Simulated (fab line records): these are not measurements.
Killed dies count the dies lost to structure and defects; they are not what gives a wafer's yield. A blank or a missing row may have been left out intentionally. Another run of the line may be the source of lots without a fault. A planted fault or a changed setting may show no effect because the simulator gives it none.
fab line records | flow n5Finfet
record lots=14 | wafers=42 | lastDay=18
route steps=1938 shown BEOL_M3@1015 BEOL_M4@1024
lots that met no fault: from a run of the same line without faults
startH: start of the lot's first displayed wafer, in hours after the record's first day | waitH: how many hours have passed since the lot's step before this one | " as in the row above | L1.1+2: several wafers, shown together as one row | - either no value or no given start | * or withheld: withheld | < > ~ a bound
route shown NAME@n: a module of which the file shows steps, and the number in the route of the first | usual: average and standard deviation across the fault-free wafers | same: alike in all rows | chamber/n: place in a boat | sites: the reading at each site | _std_site: how widely they spread, as a standard deviation | _edge_site: the outer-site mean with the inner-site mean subtracted | radiusMm: for every site, how far away it sits from the centre of the wafer | mask NAME#n: copy n | behind: the last tool/chamber to shape the wafer | hold: what put the lot on hold/how long, in hours/how the hold closed | device: names the non-switching transistor (n, p or np) | end of line: at the end of the route, the tests of the same wafers | a step given without rows: its recipe and nothing more | killed: dies lost to structure and defects at the first sort, not the wafer's yield | map: per-die view of a wafer (x killed, . not killed, _ where there is no die)
set.NAME: the setting the step ran with; set.NAME@STEP: the setting that earlier step ran with | model.NAME: the simulator's own value behind a step, which no gauge read
one table for each step of the route and one row for each wafer, over a sample of lots
services: from which hour (startH, from the record's first day; less than 0 if before it) a tool's chamber was out of use, for how many hours, and why
## steps
# step N5_BEOL_M3_PRE_CLEAN_60
# recipe gas=NH3/H2 | timeS=15 | tempC=* | rfPowerW=300
# usual heaterPowerW=89/20
lot.wafer | tool     | chamber | startH | waitH | heaterPowerW
L847.2    | cvdCo-02 | 2       | 157.27 | 0.0   | 74
L847.4    | "        | 1       | "      | "     | 113
L847.6    | "        | 2       | "      | "     | 75
L848.1    | cvdCo-02 | 0       | 166.93 | 0.0   | 116
L848.2    | "        | 1       | "      | "     | 112
L848.4    | "        | 1       | "      | "     | 115
L850.2    | cvdCo-02 | 1       | 182.08 | 0.0   | 116
L850.4    | "        | 2       | "      | "     | 73
L850.6    | "        | 1       | "      | "     | 117
L851.3    | cvdCo-02 | 0       | 182.60 | 0.1   | 118
L851.4    | "        | 1       | "      | "     | 114
L851.6    | "        | 2       | "      | "     | 76
L852.3    | cvdCo-01 | 0       | 189.45 | 0.1   | 80
L852.5    | "        | 1       | "      | "     | 77
L852.6    | "        | 0       | "      | "     | 79
L854.2    | cvdCo-02 | 2       | 206.84 | 0.0   | 75
L854.4    | "        | 1       | "      | "     | 115
L854.6    | "        | 0       | "      | "     | 114
L855.1    | cvdCo-02 | 1       | 207.36 | 0.0   | 115
L855.2    | "        | 2       | "      | "     | 76
L855.3    | "        | 0       | "      | "     | 115
L859.1    | cvdCo-01 | 1       | 232.66 | 0.3   | 77
L859.3    | "        | 0       | "      | "     | 79
L859.6    | "        | 2       | "      | "     | 65
L862.1    | cvdCo-01 | 1       | 246.83 | 0.0   | 76
L862.3    | "        | 0       | "      | "     | 80
L862.4    | "        | 2       | "      | "     | 63
L863.2    | cvdCo-02 | 1       | 267.00 | 0.0   | 116
L863.5    | "        | 0       | "      | "     | 117
L863.6    | "        | 2       | "      | "     | 74
L864.1    | cvdCo-02 | 2       | 268.59 | 0.0   | 76
L864.2    | "        | 1       | "      | "     | 115
L864.4    | "        | 2       | "      | "     | 75
L866.1    | cvdCo-02 | 2       | 269.41 | 0.0   | 75
L866.5    | "        | 0       | "      | "     | 120
L866.6    | "        | 2       | "      | "     | 76
L868.1    | cvdCo-01 | 2       | 290.36 | 0.0   | 62
L868.4    | "        | 2       | "      | "     | 65
L868.5    | "        | 1       | "      | "     | 75
L869.1    | cvdCo-02 | 2       | 309.76 | 0.0   | 77
L869.3    | "        | 1       | "      | "     | 117
L869.5    | "        | 0       | "      | "     | 118
# step N5_BEOL_M4_HM_DEP_02
# recipe material=TiN | targetThkA=200 | tempC=25 | chamberPressurePa=0.49996
# usual chamberPressurePa=0.5000/0.001 | throttleValvePct=29.8/0.82
lot.wafer | tool          | chamber | startH | waitH | chamberPressurePa | throttleValvePct
L847.2    | pvdSputter-02 | -       | 159.11 | 1.4   | 0.5001            | 28.6
L847.4    | "             | -       | "      | "     | 0.4987            | 28.7
L847.6    | "             | -       | "      | "     | 0.5016            | 31.4
L848.1    | pvdSputter-02 | -       | 167.40 | 0.0   | 0.5019            | 29.1
L848.2    | "             | -       | "      | "     | 0.5004            | 31.5
L848.4    | "             | -       | "      | "     | 0.5010            | 29.2
L850.2    | pvdSputter-03 | -       | 182.53 | 0.0   | 0.4975            | 29.5
L850.4    | "             | -       | "      | "     | 0.5003            | 29.8
L850.6    | "             | -       | "      | "     | 0.4998            | 29.6
L851.3    | pvdSputter-03 | -       | 183.27 | 0.3   | 0.5013            | 29.4
L851.4    | "             | -       | "      | "     | 0.4995            | 30.4
L851.6    | "             | -       | "      | "     | 0.4995            | 29.4
L852.3    | pvdSputter-01 | -       | 190.47 | 0.6   | 0.5018            | 29.6
L852.5    | "             | -       | "      | "     | 0.5006            | 30.9
L852.6    | "             | -       | "      | "     | 0.4990            | 29.4
L854.2    | pvdSputter-01 | -       | 207.31 | 0.1   | 0.4997            | 30.4
L854.4    | "             | -       | "      | "     | 0.5002            | 29.4
L854.6    | "             | -       | "      | "     | 0.4997            | 30.8
L855.1    | pvdSputter-02 | -       | 208.75 | 1.0   | 0.4995            | 28.7
L855.2    | "             | -       | "      | "     | 0.5007            | 31.5
L855.3    | "             | -       | "      | "     | 0.5003            | 30.1
L859.1    | pvdSputter-01 | -       | 233.54 | 0.5   | 0.5001            | 30.1
L859.3    | "             | -       | "      | "     | 0.5012            | 29.5
L859.6    | "             | -       | "      | "     | 0.5002            | 30.9
L862.1    | pvdSputter-01 | -       | 247.85 | 0.6   | 0.5017            | 31.0
L862.3    | "             | -       | "      | "     | 0.4987            | 30.0
L862.4    | "             | -       | "      | "     | 0.4995            | 29.5
L863.2    | pvdSputter-02 | -       | 268.75 | 1.3   | 0.4994            | 29.3
L863.5    | "             | -       | "      | "     | 0.4996            | 29.2
L863.6    | "             | -       | "      | "     | 0.5013            | 28.6
L864.1    | pvdSputter-02 | -       | 270.85 | 1.8   | 0.5006            | 30.2
L864.2    | "             | -       | "      | "     | 0.5023            | 31.2
L864.4    | "             | -       | "      | "     | 0.4985            | 28.6
L866.1    | pvdSputter-02 | -       | 271.03 | 1.2   | 0.4993            | 31.4
L866.5    | "             | -       | "      | "     | 0.5010            | 28.6
L866.6    | "             | -       | "      | "     | 0.5010            | 31.2
L868.1    | pvdSputter-02 | -       | 290.83 | 0.0   | 0.4989            | 29.1
L868.4    | "             | -       | "      | "     | 0.5008            | 28.8
L868.5    | "             | -       | "      | "     | 0.4994            | 28.5
L869.1    | pvdSputter-01 | -       | 311.50 | 1.3   | 0.4986            | 31.0
L869.3    | "             | -       | "      | "     | 0.5021            | 29.6
L869.5    | "             | -       | "      | "     | 0.5011            | 29.5
# step N5_BEOL_M4_HM_OPEN_17
# recipe chemistry=Cl2/BCl3 | targetDepthA=200 | overetchA=60 | target=TiN | maskMaterial=SOC | ionEnergyEv=150 | pressureMtorr=10 | icpW=1000 | biasW=126 | Cl2_flow_sccm=53.25 | bcl3FlowSccm=21.75 | Ar_flow_sccm=25
# usual bcl3FlowSccm=21.76/0.065 | biasW=126.0/0.36 | drypumpMotorCurrentA=5.8/0.35 | heBacksideLeakSccm=3.44/0.19 | oes_ar_750_au=0.79/0.11 | oesProductAu=0.67/0.091 | throttleValvePct=22.01/0.14
lot.wafer | tool        | chamber | startH | waitH | bcl3FlowSccm | biasW | drypumpMotorCurrentA | heBacksideLeakSccm | oes_ar_750_au | oesProductAu | rfHoursCounterH | throttleValvePct
L847.2    | rieMetal-01 | 1       | 159.88 | 0.0   | 21.66        | 126.2 | 5.4                  | 3.51               | 0.64          | 0.55         | 105             | 22.18
L847.4    | "           | 0       | "      | "     | 21.80        | 125.8 | 5.6                  | 3.49               | 0.90          | 0.76         | -               | 22.03
L847.6    | "           | 0       | "      | "     | 21.91        | 125.8 | 5.5                  | 3.39               | 0.90          | 0.76         | -               | 22.04
L848.1    | rieMetal-03 | 1       | 168.29 | 0.0   | 21.79        | 125.6 | 5.8                  | 3.41               | 0.76          | 0.68         | 38              | 21.95
L848.2    | "           | 0       | "      | "     | 21.84        | 125.7 | 6.1                  | 3.16               | 0.66          | 0.56         | 99              | 21.94
L848.4    | "           | 0       | "      | "     | 21.75        | 126.1 | 6.1                  | 3.24               | 0.66          | 0.56         | -               | 21.94
L850.2    | rieMetal-02 | 0       | 183.43 | 0.0   | 21.85        | 125.8 | 6.2                  | 3.19               | 0.82          | 0.69         | 33              | 22.06
L850.4    | "           | 0       | "      | "     | 21.81        | 125.5 | 6.2                  | 3.29               | 0.81          | 0.69         | -               | 22.06
L850.6    | "           | 0       | "      | "     | 21.79        | 126.1 | 6.2                  | 3.20               | 0.81          | 0.69         | -               | 22.04
L851.3    | rieMetal-01 | 0       | 184.23 | 0.1   | 21.80        | 127.2 | 5.5                  | 3.57               | 0.88          | 0.75         | -               | 22.03
L851.4    | "           | 1       | "      | "     | 21.81        | 126.6 | 5.4                  | 3.47               | 0.63          | 0.54         | -               | 22.21
L851.6    | "           | 1       | "      | "     | 21.80        | 126.5 | 5.4                  | 3.65               | 0.63          | 0.55         | -               | 22.19
L852.3    | rieMetal-01 | 1       | 191.40 | 0.1   | 21.85        | 126.6 | 5.4                  | 3.50               | 0.64          | 0.55         | -               | 22.19
L852.5    | "           | 1       | "      | "     | 21.84        | 125.6 | 5.4                  | 3.43               | 0.63          | 0.55         | -               | 22.21
L852.6    | "           | 0       | "      | "     | 21.76        | 125.7 | 5.5                  | 3.84               | 0.88          | 0.76         | -               | 22.03
L854.2    | rieMetal-02 | 0       | 208.08 | 0.0   | 21.76        | 126.4 | 6.1                  | 3.15               | 0.81          | 0.69         | 35              | 22.05
L854.4    | "           | 0       | "      | "     | 21.72        | 126.3 | 6.1                  | 3.20               | 0.81          | 0.68         | -               | 22.04
L854.6    | "           | 0       | "      | "     | 21.72        | 126.1 | 6.2                  | 3.21               | 0.81          | 0.69         | -               | 22.06
L855.1    | rieMetal-01 | 1       | 209.54 | 0.0   | 21.72        | 125.8 | 5.4                  | 3.79               | 0.63          | 0.54         | 109             | 22.19
L855.2    | "           | 0       | "      | "     | 21.75        | 125.8 | 5.6                  | 3.35               | 0.89          | 0.75         | 15              | 22.03
L855.3    | "           | 1       | "      | "     | 21.86        | 126.1 | 5.3                  | 4.06               | 0.63          | 0.55         | -               | 22.18
L859.1    | rieMetal-01 | 1       | 234.31 | 0.0   | 21.68        | 126.1 | 5.4                  | 3.86               | 0.63          | 0.54         | 111             | 22.19
L859.3    | "           | 1       | "      | "     | 21.75        | 126.0 | 5.3                  | 3.88               | 0.62          | 0.55         | -               | 22.20
L859.6    | "           | 0       | "      | "     | 21.78        | 125.8 | 5.6                  | 3.43               | 0.87          | 0.75         | -               | 22.00
L862.1    | rieMetal-01 | 1       | 248.62 | 0.0   | 21.74        | 126.3 | 5.4                  | 3.58               | 0.62          | 0.54         | 112             | 22.19
L862.3    | "           | 0       | "      | "     | 21.72        | 125.8 | 5.6                  | 3.36               | 0.87          | 0.74         | -               | 22.02
L862.4    | "           | 1       | "      | "     | 21.75        | 126.6 | 5.4                  | 3.72               | 0.63          | 0.54         | -               | 22.19
L863.2    | rieMetal-02 | 0       | 269.52 | 0.0   | -            | -     | -                    | -                  | -             | -            | -               | -
L863.5    | "           | 1       | "      | "     | -            | -     | -                    | -                  | -             | -            | -               | -
L863.6    | "           | 0       | "      | "     | -            | -     | -                    | -                  | -             | -            | -               | -
L864.1    | rieMetal-01 | 0       | 271.90 | 0.0   | -            | -     | -                    | -                  | -             | -            | -               | -
L864.2    | "           | 1       | "      | "     | -            | -     | -                    | -                  | -             | -            | -               | -
L864.4    | "           | 0       | "      | "     | -            | -     | -                    | -                  | -             | -            | -               | -
L866.1    | rieMetal-02 | 1       | 272.05 | 0.0   | 21.62        | 125.6 | 6.2                  | 3.49               | 0.88          | 0.76         | 12              | 21.79
L866.5    | "           | 1       | "      | "     | 21.77        | 125.9 | 6.2                  | 3.37               | 0.88          | 0.76         | -               | 21.79
L866.6    | "           | 0       | "      | "     | 21.86        | 125.9 | 6.2                  | 3.30               | 0.80          | 0.67         | -               | 22.06
L868.1    | rieMetal-01 | 0       | 291.60 | 0.0   | 21.89        | 125.6 | 5.6                  | 3.40               | 0.84          | 0.72         | 22              | 22.05
L868.4    | "           | 1       | "      | "     | 21.76        | 125.7 | 5.4                  | 3.81               | 0.62          | 0.54         | -               | 22.21
L868.5    | "           | 1       | "      | "     | 21.77        | 126.4 | 5.4                  | 3.73               | 0.62          | 0.53         | -               | 22.21
L869.1    | rieMetal-01 | 0       | 312.40 | 0.0   | 21.83        | 126.0 | 5.6                  | 3.58               | 0.84          | 0.71         | 24              | 22.05
L869.3    | "           | 1       | "      | "     | 21.76        | 126.0 | 5.4                  | 3.59               | 0.61          | 0.53         | -               | 22.21
L869.5    | "           | 1       | "      | "     | 21.78        | 125.7 | 5.3                  | 3.72               | 0.62          | 0.53         | -               | 22.22
# step N5_BEOL_M4_CD_MEAS_18
# recipe pitchNm=36 | targetCdNm=18
# usual cdNm=18.08/0.3
lot.wafer | tool     | chamber | startH | waitH | cdNm
L847.2    | cdSem-03 | -       | 160.06 | 0.1   | 18.47
L847.4    | "        | -       | "      | "     | 18.45
L847.6    | "        | -       | "      | "     | 17.99
L848.1    | cdSem-02 | -       | 168.74 | 0.0   | 17.75
L848.2    | "        | -       | "      | "     | 18.03
L848.4    | "        | -       | "      | "     | 17.57
L850.2    | cdSem-02 | -       | 183.61 | 0.1   | 17.95
L850.4    | "        | -       | "      | "     | 17.96
L850.6    | "        | -       | "      | "     | 18.37
L851.3    | cdSem-01 | -       | 184.38 | 0.1   | 18.01
L851.4    | "        | -       | "      | "     | 18.07
L851.6    | "        | -       | "      | "     | 18.10
L852.3    | cdSem-01 | -       | 191.65 | 0.1   | 17.78
L852.5    | "        | -       | "      | "     | 18.04
L852.6    | "        | -       | "      | "     | 18.33
L854.2    | cdSem-03 | -       | 208.26 | 0.1   | 17.86
L854.4    | "        | -       | "      | "     | 18.32
L854.6    | "        | -       | "      | "     | 18.06
L855.1    | cdSem-02 | -       | 209.72 | 0.0   | 17.62
L855.2    | "        | -       | "      | "     | 17.85
L855.3    | "        | -       | "      | "     | 18.16
L859.1    | cdSem-01 | -       | 234.49 | 0.0   | 18.10
L859.3    | "        | -       | "      | "     | 18.11
L859.6    | "        | -       | "      | "     | 18.17
L862.1    | cdSem-02 | -       | 248.80 | 0.0   | 17.34
L862.3    | "        | -       | "      | "     | 17.80
L862.4    | "        | -       | "      | "     | 18.29
L863.2    | cdSem-01 | -       | 269.70 | 0.1   | -
L863.5    | "        | -       | "      | "     | -
L863.6    | "        | -       | "      | "     | -
L864.1    | cdSem-02 | -       | 272.10 | 0.0   | -
L864.2    | "        | -       | "      | "     | -
L864.4    | "        | -       | "      | "     | -
L866.1    | cdSem-02 | -       | 272.24 | 0.0   | 18.16
L866.5    | "        | -       | "      | "     | 17.77
L866.6    | "        | -       | "      | "     | 18.17
L868.1    | cdSem-01 | -       | 291.85 | 0.0   | 17.75
L868.4    | "        | -       | "      | "     | 18.48
L868.5    | "        | -       | "      | "     | 17.66
L869.1    | cdSem-02 | -       | 312.65 | 0.0   | 18.31
L869.3    | "        | -       | "      | "     | 18.51
L869.5    | "        | -       | "      | "     | 18.68
# step N5_BEOL_M4_CD_MEAS_28
# recipe targetCdNm=26.2 | landingEnergyEv=500 | detector=seInlens | targetCdYNm=24.1 | polarity=opening
# usual cdNm=26.21/0.27
lot.wafer | tool     | chamber | startH | waitH | cdNm
L847.2    | cdSem-03 | 0       | 160.38 | -     | 26.32
L847.4    | "        | 0       | "      | "     | 26.21
L847.6    | "        | 0       | "      | "     | 26.38
L848.1    | cdSem-03 | 0       | 169.18 | -     | 26.57
L848.2    | "        | 0       | "      | "     | 26.45
L848.4    | "        | 0       | "      | "     | 26.38
L850.2    | cdSem-02 | 0       | 184.05 | -     | 26.52
L850.4    | "        | 0       | "      | "     | 26.39
L850.6    | "        | 0       | "      | "     | 26.73
L851.3    | cdSem-02 | 0       | 184.83 | -     | 26.24
L851.4    | "        | 0       | "      | "     | 26.47
L851.6    | "        | 0       | "      | "     | 26.24
L852.3    | cdSem-02 | 0       | 191.97 | -     | 26.29
L852.5    | "        | 0       | "      | "     | 26.56
L852.6    | "        | 0       | "      | "     | 26.09
L854.2    | cdSem-03 | 0       | 208.58 | -     | 26.34
L854.4    | "        | 0       | "      | "     | 26.36
L854.6    | "        | 0       | "      | "     | 26.34
L855.1    | cdSem-01 | 0       | 210.04 | -     | 25.91
L855.2    | "        | 0       | "      | "     | 25.88
L855.3    | "        | 0       | "      | "     | 26.07
L859.1    | cdSem-03 | 0       | 234.81 | -     | 26.24
L859.3    | "        | 0       | "      | "     | 26.30
L859.6    | "        | 0       | "      | "     | 26.22
L862.1    | cdSem-02 | 0       | 249.13 | -     | 26.13
L862.3    | "        | 0       | "      | "     | 26.29
L862.4    | "        | 0       | "      | "     | 26.53
L866.1    | cdSem-02 | 0       | 272.61 | -     | 26.55
L866.5    | "        | 0       | "      | "     | 26.07
L866.6    | "        | 0       | "      | "     | 26.13
L868.1    | cdSem-02 | 0       | 292.29 | -     | 26.26
L868.4    | "        | 0       | "      | "     | 26.58
L868.5    | "        | 0       | "      | "     | 26.00
L869.1    | cdSem-02 | 0       | 312.97 | -     | 26.26
L869.3    | "        | 0       | "      | "     | 26.70
L869.5    | "        | 0       | "      | "     | 26.19
# step N5_BEOL_M4_RC_MEAS_101
# usual DIBL_N=35.7/1.3 | DIBL_P=35.4/1.8 | IOFF_N=0.152/0.027 | IOFF_P=0.20/0.034 | ION_N=672/9.8 | ION_P=461/7.5 | SS_N=71.4/0.55 | SS_P=73.1/0.61 | VT_N=251/3.3 | VT_P=-251/3.6
lot.wafer | tool      | chamber | startH | waitH | DIBL_N[mV/V] | DIBL_P[mV/V] | IOFF_N[nA/um] | IOFF_P[nA/um] | ION_N[uA/um] | ION_P[uA/um] | SS_N[mV/dec] | SS_P[mV/dec] | VT_N[mV] | VT_P[mV]
L847.2    | prober-01 | 0       | 167.97 | 0.2   | 34.0         | 32.5         | 0.114         | 0.16          | 661          | 457          | 70.3         | 72.7         | 255      | -255
L847.4    | "         | 0       | "      | "     | 35.2         | 34.1         | 0.133         | 0.18          | 670          | 464          | 70.6         | 73.5         | 253      | -251
L847.6    | "         | 0       | "      | "     | 34.4         | 34.2         | 0.126         | 0.18          | 659          | 452          | 71.3         | 73.0         | 255      | -250
L848.1    | prober-01 | 0       | 179.12 | 0.0   | 38.6         | 38.5         | 0.217         | 0.30          | 674          | 468          | 72.4         | 74.4         | 248      | -244
L848.2    | "         | 0       | "      | "     | 34.7         | 32.9         | 0.139         | 0.21          | 671          | 463          | 71.0         | 72.9         | 251      | -249
L848.4    | "         | 0       | "      | "     | 34.8         | 34.2         | 0.144         | 0.22          | 673          | 460          | 71.6         | 73.5         | 251      | -248
L850.2    | prober-01 | 0       | 191.24 | 0.2   | 35.8         | 36.2         | 0.162         | 0.18          | 676          | 452          | 71.3         | 73.1         | 253      | -258
L850.4    | "         | 0       | "      | "     | 36.4         | 37.6         | 0.186         | 0.19          | 688          | 469          | 71.3         | 73.7         | 246      | -252
L850.6    | "         | 0       | "      | "     | 36.6         | 37.3         | 0.188         | 0.19          | 673          | 453          | 72.3         | 73.8         | 251      | -253
L851.3    | prober-02 | 0       | 194.45 | 0.3   | 35.6         | 36.1         | 0.174         | 0.24          | 679          | 472          | 71.7         | 73.4         | 247      | -243
L851.4    | "         | 0       | "      | "     | 38.0         | 39.5         | 0.237         | 0.32          | 694          | 484          | 72.4         | 73.6         | 243      | -242
L851.6    | "         | 0       | "      | "     | 37.0         | 37.8         | 0.203         | 0.27          | 691          | 481          | 71.8         | 73.5         | 243      | -243
L852.3    | prober-02 | 0       | 200.58 | 0.3   | 35.7         | 36.7         | 0.162         | 0.23          | 680          | 468          | 71.3         | 72.6         | 247      | -247
L852.5    | "         | 0       | "      | "     | 35.7         | 36.7         | 0.163         | 0.23          | 678          | 467          | 71.4         | 72.1         | 247      | -248
L852.6    | "         | 0       | "      | "     | 35.1         | 36.3         | 0.152         | 0.22          | 678          | 467          | 71.0         | 73.0         | 249      | -247
L854.2    | prober-02 | 0       | 218.47 | 0.6   | 33.7         | 32.3         | 0.114         | 0.16          | 666          | 458          | 70.7         | 72.2         | 256      | -253
L854.4    | "         | 0       | "      | "     | 35.1         | 34.0         | 0.131         | 0.19          | 674          | 463          | 71.6         | 72.7         | 255      | -253
L854.6    | "         | 0       | "      | "     | 33.6         | 32.7         | 0.112         | 0.17          | 666          | 467          | 72.0         | 72.5         | 255      | -255
L855.1    | prober-02 | 0       | 219.25 | 0.4   | 36.5         | 34.9         | 0.147         | 0.19          | 671          | 458          | 72.1         | 73.5         | 251      | -248
L855.2    | "         | 0       | "      | "     | 37.6         | 35.7         | 0.154         | 0.21          | 669          | 459          | 71.6         | 73.0         | 250      | -251
L855.3    | "         | 0       | "      | "     | 37.4         | 36.3         | 0.156         | 0.21          | 675          | 458          | 72.1         | 73.0         | 253      | -249
L859.1    | prober-02 | 0       | 241.33 | 0.2   | 34.1         | 33.8         | 0.115         | 0.16          | 656          | 450          | 71.3         | 72.5         | 254      | -253
L859.3    | "         | 0       | "      | "     | 35.7         | 35.6         | 0.138         | 0.18          | 673          | 454          | 72.0         | 72.6         | 254      | -255
L859.6    | "         | 0       | "      | "     | 36.3         | 36.0         | 0.146         | 0.19          | 661          | 452          | 71.7         | 73.2         | 253      | -254
L862.1    | prober-01 | 0       | 261.82 | 0.0   | 35.0         | 34.7         | 0.129         | 0.19          | 657          | 458          | 71.1         | 73.4         | 253      | -250
L862.3    | "         | 0       | "      | "     | 34.2         | 32.8         | 0.116         | 0.16          | 658          | 456          | 71.4         | 72.4         | 257      | -252
L862.4    | "         | 0       | "      | "     | 34.6         | 33.7         | 0.115         | 0.17          | 653          | 453          | 70.1         | 72.1         | 256      | -250
L866.1    | prober-02 | 0       | 281.59 | 0.6   | 33.4         | 34.1         | 0.116         | 0.15          | 656          | 451          | 71.0         | 72.4         | 256      | -258
L866.5    | "         | 0       | "      | "     | 33.5         | 33.9         | 0.108         | 0.15          | 649          | 445          | 70.8         | 72.5         | 258      | -256
L866.6    | "         | 0       | "      | "     | 36.0         | 36.6         | 0.151         | 0.18          | 663          | 452          | 71.3         | 73.1         | 251      | -257
L868.1    | prober-01 | 0       | 308.16 | 0.0   | 34.3         | 34.6         | 0.123         | 0.18          | 663          | 458          | 71.2         | 72.0         | 253      | -252
L868.4    | "         | 0       | "      | "     | 36.4         | 36.6         | 0.150         | 0.20          | 673          | 464          | 71.5         | 73.5         | 250      | -250
L868.5    | "         | 0       | "      | "     | 35.3         | 35.2         | 0.124         | 0.17          | 667          | 456          | 71.2         | 72.7         | 253      | -251
L869.1    | prober-02 | 0       | 318.48 | 0.0   | 34.8         | 33.5         | 0.121         | 0.19          | 674          | 459          | 70.5         | 73.0         | 254      | -252
L869.3    | "         | 0       | "      | "     | 33.8         | 32.4         | 0.104         | 0.17          | 653          | 457          | 70.8         | 72.3         | 259      | -253
L869.5    | "         | 0       | "      | "     | 35.4         | 34.7         | 0.132         | 0.20          | 668          | 467          | 71.3         | 73.0         | 252      | -249
## services
tool          | chamber | startH | hours | kind
rieMetal-01   | -       | 146.51 | 1.7   | repair
cvdCo-01      | -       | 153.72 | 6.9   | pm
cvdCo-02      | -       | 168.66 | 0.6   | repair
cvdCo-01      | 2       | 189.17 | 15.3  | repair
cvdCo-01      | 1       | 205.77 | 4.3   | repair
cvdCo-01      | 0       | 208.60 | 9.6   | repair
rieMetal-03   | -       | 220.80 | 1.4   | pm
cvdCo-02      | -       | 227.63 | 6.0   | pm
cvdCo-02      | -       | 243.17 | 20.8  | repair
pvdSputter-03 | -       | 285.89 | 3.8   | repair
## key
firstSign step=N5_BEOL_M4_HM_OPEN_17 | reading=toolRecord | direction=missing
effect step=N5_BEOL_M4_CD_MEAS_18 | reading=cdNm | direction=missing
metAt N5_BEOL_M4_HM_OPEN_17
struckLots L863,L864
laterRowsLeftOut L863.2,L863.5,L863.6,L864.1,L864.2,L864.4
sortLeftOut L863.2,L863.5,L863.6,L864.1,L864.2,L864.4
notActingAt N5_BEOL_M3_PRE_CLEAN_60,N5_BEOL_M4_HM_DEP_02,N5_BEOL_M4_CD_MEAS_28
onsetBetween 248.62 269.52
fault kind=skippedStepWhole | tool=rieMetal-01,rieMetal-02 | chamber=- | onsetH=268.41 | steps=N5_BEOL_M4_HM_OPEN_17 | scope=struckLotsOnly
# sortLeftOut: the simulated sort isn't trusted on such a fault, so these wafers' sort isn't shown, and their yield isn't known
# laterRowsLeftOut: the simulator's readings of these wafers behind a module that went badly wrong aren't trusted and aren't shown, but for the sort
